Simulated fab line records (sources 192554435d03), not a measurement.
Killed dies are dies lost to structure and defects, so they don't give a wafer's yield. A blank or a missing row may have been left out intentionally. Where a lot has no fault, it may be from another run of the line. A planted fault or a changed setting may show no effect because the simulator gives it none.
One fault seen from 2 desks -- flow n5-finfet -- only its own numbers are on each desk; what lay behind them is given at the end

DESK OF THE TOOL OWNER: wet-bench-04
The tool's own readings at N5_BEOL_M4_PRECLEAN_42 (cleans in residue remover, time 60 s): means of the sampled wafers that have a number, for each lot that ran on this tool. A lot is out of limits, marked OUT, if its mean lies more than 4 standard deviations from the usual mean; the brackets give that distance.
Columns: A = bath-guard-temp-C at N5_BEOL_M4_PRECLEAN_42, usual 39.9 C
lot,first seen here,A
L988,day 9 13:05,39.9
L997,day 12 01:21,40.2
L998,day 12 19:31,39.9
Result from this desk: across the 3 lots, nothing is out of limits.

THE METROLOGY DESK
What the gauges read for every lot (on any tool): the sampled wafers with a number, averaged. A lot is out of limits, marked OUT, if its mean lies more than 4 standard deviations from the usual mean; the brackets give that distance.
Columns: A = trench-depth-nm at N5_BEOL_M4_OCD_MEAS_38, usual 55.3 nm; B = cd-nm at N5_BEOL_M4_CD_MEAS_35, usual 18.0 nm; C = M4_THK at N5_BEOL_M4_THK_MEAS_53, usual 38.8 nm
lot,first seen here,A,B,C
L988,day 9 12:59,56.3,17.9,40.3
L989,day 10 10:47,55.6,18.2,38.7
L991,day 10 17:59,54.4,17.8,38.7
L997,day 12 01:16,55.2,17.7,38.2
L998,day 12 19:25,55.8,17.4,39.7
L103,day 13 05:56,55.4,18.1,39.7
Result from this desk: across the 6 lots, nothing is out of limits.

ALL TOGETHER
The desk of the tool owner found nothing out of limits.
From the metrology desk's view, nothing was out of limits.

WHAT THE SIMULATOR HAD INSERTED
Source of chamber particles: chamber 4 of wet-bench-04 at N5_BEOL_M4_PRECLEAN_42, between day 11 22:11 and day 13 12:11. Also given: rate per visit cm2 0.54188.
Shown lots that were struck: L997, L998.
